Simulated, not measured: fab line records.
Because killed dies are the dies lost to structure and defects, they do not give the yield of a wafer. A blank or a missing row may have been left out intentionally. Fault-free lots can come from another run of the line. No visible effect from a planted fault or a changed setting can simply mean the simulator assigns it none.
The tool behind it: which one? || flow nand harc || 24 lots with 72 wafers sampled at 3 steps, on a route of 1159 steps

## WHAT EACH GAUGE READ, for each wafer
NHARC_A_M0_CD_MEAS_16. Usual: cd nm reads 80.0 nm (standard deviation 0.88).
{"lot": "L074", "measured": "day 17 10:49", "on": "cd sem-03", "cd nm (nm)": "78.8 78.2 78.1", "flag": ""}
{"lot": "L075", "measured": "day 17 21:59", "on": "cd sem-03", "cd nm (nm)": "79.7 78.6 79.3", "flag": ""}
{"lot": "L076", "measured": "day 18 01:12", "on": "cd sem-01", "cd nm (nm)": "80.5 80.8 79.4", "flag": ""}
{"lot": "L077", "measured": "day 18 01:32", "on": "cd sem-02", "cd nm (nm)": "78.5 79.5 80.3", "flag": ""}
{"lot": "L078", "measured": "day 19 07:49", "on": "cd sem-02", "cd nm (nm)": "81.0 79.8 79.6", "flag": ""}
{"lot": "L079", "measured": "day 19 09:26", "on": "cd sem-01", "cd nm (nm)": "79.8 80.2 79.5", "flag": ""}
{"lot": "L080", "measured": "day 19 14:44", "on": "cd sem-01", "cd nm (nm)": "80.5 80.2 80.4", "flag": ""}
{"lot": "L082", "measured": "day 19 20:07", "on": "cd sem-02", "cd nm (nm)": "81.1 80.1 80.8", "flag": ""}
{"lot": "L081", "measured": "day 19 20:17", "on": "cd sem-02", "cd nm (nm)": "79.4 80.1 79.9", "flag": ""}
{"lot": "L083", "measured": "day 20 05:24", "on": "cd sem-02", "cd nm (nm)": "80.4 81.8 81.2", "flag": ""}
{"lot": "L084", "measured": "day 20 11:16", "on": "cd sem-03", "cd nm (nm)": "81.5 80.7 80.3", "flag": ""}
{"lot": "L087", "measured": "day 20 14:34", "on": "cd sem-02", "cd nm (nm)": "78.1 79.3 78.7", "flag": ""}
{"lot": "L085", "measured": "day 20 20:38", "on": "cd sem-03", "cd nm (nm)": "81.0 79.6 79.2", "flag": ""}
{"lot": "L086", "measured": "day 21 01:08", "on": "cd sem-02", "cd nm (nm)": "79.1 80.2 80.0", "flag": ""}
{"lot": "L088", "measured": "day 21 11:20", "on": "cd sem-03", "cd nm (nm)": "80.1 81.1 80.8", "flag": ""}
{"lot": "L089", "measured": "day 21 11:44", "on": "cd sem-03", "cd nm (nm)": "79.7 81.5 80.3", "flag": ""}
{"lot": "L091", "measured": "day 21 22:31", "on": "cd sem-01", "cd nm (nm)": "79.5 79.3 79.8", "flag": ""}
{"lot": "L090", "measured": "day 22 05:26", "on": "cd sem-03", "cd nm (nm)": "80.5 80.0 80.7", "flag": ""}
{"lot": "L092", "measured": "day 22 11:07", "on": "cd sem-01", "cd nm (nm)": "80.5 79.8 80.1", "flag": ""}
{"lot": "L094", "measured": "day 22 18:53", "on": "cd sem-01", "cd nm (nm)": "80.9 81.0 81.4", "flag": ""}
{"lot": "L096", "measured": "day 22 19:58", "on": "cd sem-03", "cd nm (nm)": "80.2 80.6 79.7", "flag": ""}
{"lot": "L095", "measured": "day 23 01:32", "on": "cd sem-01", "cd nm (nm)": "78.6 79.3 78.4", "flag": ""}
{"lot": "L093", "measured": "day 23 01:55", "on": "cd sem-02", "cd nm (nm)": "78.4 78.2 78.1", "flag": ""}
{"lot": "L097", "measured": "day 23 16:56", "on": "cd sem-02", "cd nm (nm)": "80.3 81.3 79.8", "flag": ""}

NHARC_A_M1_OVL_MEAS_10: pitch 240 nm. Usual: overlay x nm 0.0 nm, standard deviation 0.94; overlay y nm -0.1 nm, standard deviation 0.78.
{"lot": "L074", "measured": "day 17 14:29", "on": "overlay-02", "overlay x nm (nm)": "-1.7 -1.4 -1.7", "overlay y nm (nm)": "0.0 0.5 0.5", "flag": ""}
{"lot": "L075", "measured": "day 18 01:52", "on": "overlay-01", "overlay x nm (nm)": "1.1 1.6 0.9", "overlay y nm (nm)": "0.0 -0.2 -0.8", "flag": ""}
{"lot": "L076", "measured": "day 18 04:44", "on": "overlay-02", "overlay x nm (nm)": "0.6 -0.1 0.2", "overlay y nm (nm)": "1.2 0.9 1.2", "flag": ""}
{"lot": "L077", "measured": "day 18 05:22", "on": "overlay-02", "overlay x nm (nm)": "0.9 0.6 0.8", "overlay y nm (nm)": "0.1 0.2 0.2", "flag": ""}
{"lot": "L078", "measured": "day 19 11:26", "on": "overlay-01", "overlay x nm (nm)": "-0.7 -1.0 -0.6", "overlay y nm (nm)": "-1.0 -1.0 -0.9", "flag": ""}
{"lot": "L079", "measured": "day 19 13:02", "on": "overlay-02", "overlay x nm (nm)": "-0.4 -0.4 0.4", "overlay y nm (nm)": "0.2 0.4 -0.2", "flag": ""}
{"lot": "L080", "measured": "day 19 18:30", "on": "overlay-01", "overlay x nm (nm)": "-0.9 -0.5 0.0", "overlay y nm (nm)": "0.4 0.3 -0.1", "flag": ""}
{"lot": "L082", "measured": "day 19 23:38", "on": "overlay-01", "overlay x nm (nm)": "0.5 0.3 0.5", "overlay y nm (nm)": "-1.7 -1.6 -1.6", "flag": ""}
{"lot": "L081", "measured": "day 20 00:03", "on": "overlay-02", "overlay x nm (nm)": "-1.3 -1.5 -1.0", "overlay y nm (nm)": "-0.4 -0.7 -1.1", "flag": ""}
{"lot": "L083", "measured": "day 20 09:19", "on": "overlay-01", "overlay x nm (nm)": "-0.9 -0.2 -0.8", "overlay y nm (nm)": "0.8 1.1 0.5", "flag": ""}
{"lot": "L084", "measured": "day 20 14:56", "on": "overlay-02", "overlay x nm (nm)": "-1.7 -1.1 -1.6", "overlay y nm (nm)": "-0.4 -0.1 0.1", "flag": ""}
{"lot": "L087", "measured": "day 20 18:37", "on": "overlay-01", "overlay x nm (nm)": "0.4 0.9 0.5", "overlay y nm (nm)": "0.6 0.3 0.8", "flag": ""}
{"lot": "L085", "measured": "day 21 00:29", "on": "overlay-02", "overlay x nm (nm)": "1.3 1.1 1.2", "overlay y nm (nm)": "-0.3 -0.7 -1.2", "flag": ""}
{"lot": "L086", "measured": "day 21 05:17", "on": "overlay-01", "overlay x nm (nm)": "-0.8 -0.2 -0.7", "overlay y nm (nm)": "-0.5 -0.2 -0.2", "flag": ""}
{"lot": "L088", "measured": "day 21 15:20", "on": "overlay-01", "overlay x nm (nm)": "1.4 1.5 0.7", "overlay y nm (nm)": "0.1 0.3 0.4", "flag": ""}
{"lot": "L089", "measured": "day 21 16:02", "on": "overlay-02", "overlay x nm (nm)": "0.1 -0.3 -0.3", "overlay y nm (nm)": "-1.0 -0.9 -1.0", "flag": ""}
{"lot": "L091", "measured": "day 22 02:28", "on": "overlay-01", "overlay x nm (nm)": "0.6 0.6 0.1", "overlay y nm (nm)": "-0.6 -0.9 -0.7", "flag": ""}
{"lot": "L090", "measured": "day 22 08:58", "on": "overlay-02", "overlay x nm (nm)": "-1.1 -0.3 -0.8", "overlay y nm (nm)": "0.9 1.5 1.4", "flag": ""}
{"lot": "L092", "measured": "day 22 15:04", "on": "overlay-02", "overlay x nm (nm)": "0.4 0.8 -0.1", "overlay y nm (nm)": "-0.8 -0.5 -1.4", "flag": ""}
{"lot": "L094", "measured": "day 22 22:43", "on": "overlay-02", "overlay x nm (nm)": "-0.4 -0.7 -0.3", "overlay y nm (nm)": "0.5 0.5 0.1", "flag": ""}
{"lot": "L096", "measured": "day 22 23:50", "on": "overlay-01", "overlay x nm (nm)": "0.5 -0.2 0.3", "overlay y nm (nm)": "0.0 -0.2 0.3", "flag": ""}
{"lot": "L095", "measured": "day 23 05:15", "on": "overlay-01", "overlay x nm (nm)": "2.4 1.6 1.8", "overlay y nm (nm)": "0.8 -0.5 0.3", "flag": ""}
{"lot": "L093", "measured": "day 23 05:36", "on": "overlay-01", "overlay x nm (nm)": "-0.5 -0.4 -0.6", "overlay y nm (nm)": "-1.1 -1.2 -1.4", "flag": ""}
{"lot": "L097", "measured": "day 23 20:29", "on": "overlay-02", "overlay x nm (nm)": "-0.3 -0.1 -0.4", "overlay y nm (nm)": "-0.8 -1.0 -0.4", "flag": ""}

## EACH LOT AND THE TOOL THAT RAN IT (in order: tool; ch and the chambers of the sampled wafers; start)
{"lot": "L074", "NHARC_A_M0_PVD_21": "pvd sputter-03, day 17 14:29 or earlier"}
{"lot": "L075", "NHARC_A_M0_PVD_21": "pvd sputter-01, day 18 01:52 or earlier"}
{"lot": "L076", "NHARC_A_M0_PVD_21": "pvd sputter-02, day 18 04:44 or earlier"}
{"lot": "L077", "NHARC_A_M0_PVD_21": "pvd sputter-01, day 18 05:22 or earlier"}
{"lot": "L078", "NHARC_A_M0_PVD_21": "pvd sputter-02, day 19 11:26 or earlier"}
{"lot": "L079", "NHARC_A_M0_PVD_21": "pvd sputter-03, day 19 13:02 or earlier"}
{"lot": "L080", "NHARC_A_M0_PVD_21": "pvd sputter-02, day 19 18:30 or earlier"}
{"lot": "L082", "NHARC_A_M0_PVD_21": "pvd sputter-02, day 19 23:38 or earlier"}
{"lot": "L081", "NHARC_A_M0_PVD_21": "pvd sputter-03, day 20 00:03 or earlier"}
{"lot": "L083", "NHARC_A_M0_PVD_21": "pvd sputter-02, day 20 09:19 or earlier"}
{"lot": "L084", "NHARC_A_M0_PVD_21": "pvd sputter-01, day 20 14:56 or earlier"}
{"lot": "L087", "NHARC_A_M0_PVD_21": "pvd sputter-02, day 20 18:37 or earlier"}
{"lot": "L085", "NHARC_A_M0_PVD_21": "pvd sputter-03, day 21 00:29 or earlier"}
{"lot": "L086", "NHARC_A_M0_PVD_21": "pvd sputter-03, day 21 05:17 or earlier"}
{"lot": "L088", "NHARC_A_M0_PVD_21": "pvd sputter-02, day 21 15:20 or earlier"}
{"lot": "L089", "NHARC_A_M0_PVD_21": "pvd sputter-03, day 21 16:02 or earlier"}
{"lot": "L091", "NHARC_A_M0_PVD_21": "pvd sputter-02, day 22 02:28 or earlier"}
{"lot": "L090", "NHARC_A_M0_PVD_21": "pvd sputter-01, day 22 08:58 or earlier"}
{"lot": "L092", "NHARC_A_M0_PVD_21": "pvd sputter-02, day 22 15:04 or earlier"}
{"lot": "L094", "NHARC_A_M0_PVD_21": "pvd sputter-02, day 22 22:43 or earlier"}
{"lot": "L096", "NHARC_A_M0_PVD_21": "pvd sputter-02, day 22 23:50 or earlier"}
{"lot": "L095", "NHARC_A_M0_PVD_21": "pvd sputter-01, day 23 05:15 or earlier"}
{"lot": "L093", "NHARC_A_M0_PVD_21": "pvd sputter-02, day 23 05:36 or earlier"}
{"lot": "L097", "NHARC_A_M0_PVD_21": "pvd sputter-03, day 23 20:29 or earlier"}
- NHARC_A_M0_PVD_21: deposits Cu, target thk 30 nm, time 20.49 s.

## WHAT THE TOOLS THEMSELVES READ (means of the sampled wafers that have a number; where no wafer has one, the mark that the record gives instead)
NHARC_A_M0_PVD_21. Usual: substrate temp c 30.01 C, standard deviation 0.11; throttle valve pct 29.3 %, standard deviation 1.3.
{"lot": "L074", "tool": "pvd sputter-03", "substrate temp c (C)": 29.99, "throttle valve pct (%)": 30.9, "flag": ""}
{"lot": "L075", "tool": "pvd sputter-01", "substrate temp c (C)": 30.11, "throttle valve pct (%)": 29.4, "flag": ""}
{"lot": "L076", "tool": "pvd sputter-02", "substrate temp c (C)": 29.91, "throttle valve pct (%)": 28.9, "flag": ""}
{"lot": "L077", "tool": "pvd sputter-01", "substrate temp c (C)": 30.04, "throttle valve pct (%)": 29.0, "flag": ""}
{"lot": "L078", "tool": "pvd sputter-02", "substrate temp c (C)": 29.96, "throttle valve pct (%)": 28.6, "flag": ""}
{"lot": "L079", "tool": "pvd sputter-03", "substrate temp c (C)": 30.03, "throttle valve pct (%)": 30.8, "flag": ""}
{"lot": "L080", "tool": "pvd sputter-02", "substrate temp c (C)": 30.10, "throttle valve pct (%)": 28.4, "flag": ""}
{"lot": "L082", "tool": "pvd sputter-02", "substrate temp c (C)": 30.09, "throttle valve pct (%)": 28.1, "flag": ""}
{"lot": "L081", "tool": "pvd sputter-03", "substrate temp c (C)": 30.02, "throttle valve pct (%)": 30.8, "flag": ""}
{"lot": "L083", "tool": "pvd sputter-02", "substrate temp c (C)": 30.10, "throttle valve pct (%)": 28.9, "flag": ""}
{"lot": "L084", "tool": "pvd sputter-01", "substrate temp c (C)": 30.02, "throttle valve pct (%)": 29.3, "flag": ""}
{"lot": "L087", "tool": "pvd sputter-02", "substrate temp c (C)": 30.02, "throttle valve pct (%)": 28.6, "flag": ""}
{"lot": "L085", "tool": "pvd sputter-03", "substrate temp c (C)": 29.99, "throttle valve pct (%)": 30.4, "flag": ""}
{"lot": "L086", "tool": "pvd sputter-03", "substrate temp c (C)": 30.12, "throttle valve pct (%)": 30.4, "flag": ""}
{"lot": "L088", "tool": "pvd sputter-02", "substrate temp c (C)": 29.95, "throttle valve pct (%)": 28.3, "flag": ""}
{"lot": "L089", "tool": "pvd sputter-03", "substrate temp c (C)": 29.93, "throttle valve pct (%)": 30.6, "flag": ""}
{"lot": "L091", "tool": "pvd sputter-02", "substrate temp c (C)": 30.02, "throttle valve pct (%)": 28.5, "flag": ""}
{"lot": "L090", "tool": "pvd sputter-01", "substrate temp c (C)": 30.00, "throttle valve pct (%)": 29.4, "flag": ""}
{"lot": "L092", "tool": "pvd sputter-02", "substrate temp c (C)": 30.04, "throttle valve pct (%)": 28.3, "flag": ""}
{"lot": "L094", "tool": "pvd sputter-02", "substrate temp c (C)": 29.95, "throttle valve pct (%)": 28.5, "flag": ""}
{"lot": "L096", "tool": "pvd sputter-02", "substrate temp c (C)": 30.02, "throttle valve pct (%)": 28.2, "flag": ""}
{"lot": "L095", "tool": "pvd sputter-01", "substrate temp c (C)": 30.11, "throttle valve pct (%)": 29.2, "flag": ""}
{"lot": "L093", "tool": "pvd sputter-02", "substrate temp c (C)": 29.97, "throttle valve pct (%)": 28.5, "flag": ""}
{"lot": "L097", "tool": "pvd sputter-03", "substrate temp c (C)": 29.89, "throttle valve pct (%)": 30.5, "flag": ""}

## THE ANSWER, worked out from the rows above alone
Rule: lot off if the mean of its wafers having a number is beyond 3 standard deviations from the usual mean. A lot without any number at a reading at which 4 lots or more have one is off too. Where the step has rows for the other lots, those lots are counted as sound. After the gauges, taken in route order, come the tools' own readings; for these a lot's mean is taken, as printed above. The first step at which some lot is off is used, and at that step the reading that is off furthest; a lot without a number counts as furthest.
None of the lots is off at any reading shown; this tells nothing.

## WHAT THE SIMULATOR PUT IN
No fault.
